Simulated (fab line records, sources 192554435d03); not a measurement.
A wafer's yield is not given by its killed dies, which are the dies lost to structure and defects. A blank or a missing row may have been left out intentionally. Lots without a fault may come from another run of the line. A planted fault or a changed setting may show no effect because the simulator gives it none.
Struck lot and sound lot, side by side / flow n5-finfet / 17 out of 1938 route steps
Sound: these wafers, L375.2, L375.3, L375.4. Wafers L367.1, L367.6 were the ones struck. The cause is given at the end.
At each step with rows: each side's tool, then ch and its chambers, then its first start. Under that, the readings that differ: sound wafers / struck wafers / difference of the means / sigmas: that difference in standard deviations of wafers without a fault.
alike: words and numbers the same on both sides, and readings whose means are apart by under 2 such deviations; not compared: readings that were withheld, readings missing a value for some wafer, numbers with overlapping values and no deviation given by the record, and bounds like >300 which may hide the same value.
The two part at a step that has a row with sigmas, a row that says differs or no value, or rows on one side only. Numbers that have no deviation but don't overlap get no sigmas and don't part them. Lack of a reading on every wafer of one side parts them only where that side has two or more wafers.

first, 12 steps without rows for these wafers: N5_MOL_CONTACT_COAG_ETCH_65 (etches underlayer in N2/H2, target depth 13 nm, time 10.4 s); N5_MOL_CONTACT_COAG_ETCH_66 (etches SiARC in CF4, target depth 13 nm, time 21.7 s); N5_MOL_CONTACT_COAG_ALD_133 (deposits SiO2, target thk 5 nm, pulse time 1 s, co reactant pulse time 1 s); N5_MOL_CONTACT_COAG_ETCHBACK_134 (etches SiO2 in CHF3, target depth 10 nm, time 6.7 s); N5_MOL_CONTACT_COAG_ETCH_67 (etches SOC in N2/H2, target depth 60 nm, overetch 21 nm, time 101.2 s); N5_MOL_CONTACT_COAG_STRIP_68 (strips in N2/H2); N5_MOL_CONTACT_COAG_STRIP_69 (strips in N2/H2); N5_MOL_CONTACT_COAG_ETCHBACK_136 (etches SiO2 in CHF3, target depth 25 nm, time 16.7 s); N5_MOL_CONTACT_COAG_STRIP_120 (strips in CHF3); N5_MOL_CONTACT_COAG_VIA_ETCH_117 (etches SiO2 in C4F6/O2, target depth 40 nm, overetch 8 nm, time 26 s); N5_MOL_CONTACT_COAG_ETCH_124 (etches SiNx in CH3F/O2, stops on SiOC, target depth 6.5 nm); N5_MOL_CONTACT_COAG_ETCH_48 (etches SiOC in C4F6/O2, target depth 15 nm, overetch 4.5 nm, time 17 s).
N5_MOL_CONTACT_COAG_STRIP_72: strips in N2/H2.
  sound on rie-diel-04 ch 0,2,3, day 10 00:51; struck on rie-diel-04 ch 1, day 8 05:45
  no value came back on the struck wafers for any of 7 readings (bias-power-w (W), chamber-pressure-mTorr (mTorr) and others); on the sound wafers bias-power-w (W) reads 7.002 7.052 7.023
reading=model.SOC_of_MOL_CONTACT_COAG_COAT_62.thk-nm (nm); sound=0 0 0; struck=46.2 46; difference=+46.1; sigmas=
reading=model.SiO2_of_MOL_CONTACT_COAG_ALD_133.thk-nm (nm); sound=0 0 0; struck=5 5; difference=+5; sigmas=
  not compared: rf-hours-counter-h
N5_MOL_CONTACT_COAG_STRIP_49: strips in N2/H2, time 30 s.
  sound on plasma-asher-01 ch 0,1, day 10 00:57; struck on plasma-asher-01 ch 0,1, day 8 05:50
reading=model.SOC_of_MOL_CONTACT_COAG_COAT_62.thk-nm (nm); sound=0 0 0; struck=34 34; difference=+34; sigmas=
  alike: drypump-motor-current-A, h2-flow-sccm, heater-power-w
  not compared: rf-hours-counter-h
then, 1 step without rows for these wafers: N5_MOL_CONTACT_COAG_PRECLEAN_138 (cleans in alkaline clean, time 60 s).
N5_BEOL_M4_RC_MEAS_101:
  the record has rows for the sound wafers here (prober-01 ch 0, day 13 12:42) and none for the struck ones
-- the record jumps here: 8 days lie between the struck wafers' starts before and after (it left off in module BEOL_M4 and takes up again in module PASSIVATION, whose first step shown is number 1936 of the route) --
N5_PASSIVATION_PROBE_49:
  rows exist in the record for the struck wafers here (prober-02, day 16 00:48), but not for the sound ones

## WHERE THEY PART
At N5_MOL_CONTACT_COAG_STRIP_72 first; at N5_PASSIVATION_PROBE_49 last (within this record only).

WHY: what had been put in by the simulator
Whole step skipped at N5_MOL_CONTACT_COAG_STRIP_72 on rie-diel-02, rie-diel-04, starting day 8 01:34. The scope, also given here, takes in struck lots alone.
